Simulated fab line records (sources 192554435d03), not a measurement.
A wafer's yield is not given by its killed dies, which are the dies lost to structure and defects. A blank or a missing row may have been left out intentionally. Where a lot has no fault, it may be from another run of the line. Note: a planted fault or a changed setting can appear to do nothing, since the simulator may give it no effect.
Which of the tools did it? :: flow n5_finfet :: 24 lots (72 wafers sampled), 1 step of a 1938-step route

## WHAT THE GAUGES SHOWED, per wafer
N5_BEOL_M3_OVL_MEAS_29.
lot: L074
measured: day 7 06:13
on: overlay-02
V2_OVL (nm): 0.0 -1.0 -0.7

lot: L076
measured: day 7 06:26
on: overlay-02
V2_OVL (nm): -0.8 -1.2 -0.9

lot: L075
measured: day 7 13:17
on: overlay-02
V2_OVL (nm): -0.5 -0.9 -0.8

lot: L077
measured: day 7 19:01
on: overlay-01
V2_OVL (nm): -0.4 0.3 -0.2

lot: L078
measured: day 7 20:41
on: overlay-02
V2_OVL (nm): -0.3 -0.2 -1.3

lot: L079
measured: day 8 14:18
on: overlay-01
V2_OVL (nm): -0.7 -1.9 -1.2

lot: L081
measured: day 8 21:40
on: overlay-01
V2_OVL (nm): -0.7 0.2 0.9

lot: L082
measured: day 8 23:56
on: overlay-01
V2_OVL (nm): -0.2 -0.7 -0.7

lot: L080
measured: day 9 03:54
on: overlay-01
V2_OVL (nm): -0.8 -0.7 -1.0

lot: L083
measured: day 9 08:44
on: overlay-02
V2_OVL (nm): 1.1 1.3 1.2

lot: L084
measured: day 9 13:49
on: overlay-01
V2_OVL (nm): -1.3 -1.3 -0.4

lot: L085
measured: day 10 03:29
on: overlay-01
V2_OVL (nm): -1.2 -0.3 -0.6

lot: L086
measured: day 10 06:39
on: overlay-01
V2_OVL (nm): -0.4 -1.6 0.5

lot: L087
measured: day 10 16:04
on: overlay-01
V2_OVL (nm): -0.2 -0.3 0.4

lot: L088
measured: day 11 00:42
on: overlay-01
V2_OVL (nm): -1.1 -1.7 -1.1

lot: L090
measured: day 11 08:20
on: overlay-02
V2_OVL (nm): 1.2 0.1 -0.5

lot: L089
measured: day 11 08:44
on: overlay-02
V2_OVL (nm): -1.6 -0.8 -1.0

lot: L091
measured: day 11 16:50
on: overlay-02
V2_OVL (nm): 0.9 0.4 1.2

lot: L092
measured: day 11 17:17
on: overlay-01
V2_OVL (nm): 0.6 0.8 -0.2

lot: L093
measured: day 11 22:59
on: overlay-01
V2_OVL (nm): -1.1 0.7 -0.3

lot: L094
measured: day 12 00:06
on: overlay-02
V2_OVL (nm): -0.3 -1.2 -1.0

lot: L095
measured: day 12 01:05
on: overlay-02
V2_OVL (nm): -0.9 -0.5 -0.3

lot: L096
measured: day 12 22:31
on: overlay-02
V2_OVL (nm): 0.1 -0.9 -0.7

lot: L097
measured: day 13 00:21
on: overlay-01
V2_OVL (nm): -0.9 -0.9 -0.3

## WHAT TOOL EACH LOT RAN ON (gives the tool, then ch and the chambers of the sampled wafers, and finally the start)
Record: no process step prior to these readings.

## WHAT THE TOOLS THEMSELVES READ (means of the sampled wafers that have a number; where no wafer has one, the mark that the record gives instead)
The record holds no such reading with a usual standard deviation.

## THE ANSWER, worked out from the rows above alone
Rule: what is usual is taken from the lots themselves. Put in order of their means at a reading, lots are off if they are a third of the lots or fewer, leave a main group of 4 or more, and stand apart from it by a gap of 3 or more times the standard deviation of the main group's means; of several such gaps the widest counts. If all means in a main group match to the digits the tables above print for the reading, that group is not used. Also off: a lot with no number at a reading for which 4 or more lots have one. Any other lot the step has rows for is counted as sound. After the gauges, taken in route order, come the tools' own readings; for these a lot's mean is taken, as printed above. At the first step where some lot is off, the reading lying furthest off is the one used; lots without a number count as furthest.
Across all readings shown, no lot is off: no conclusion can be drawn from this.

## WHAT THE SIMULATOR HAD INSERTED
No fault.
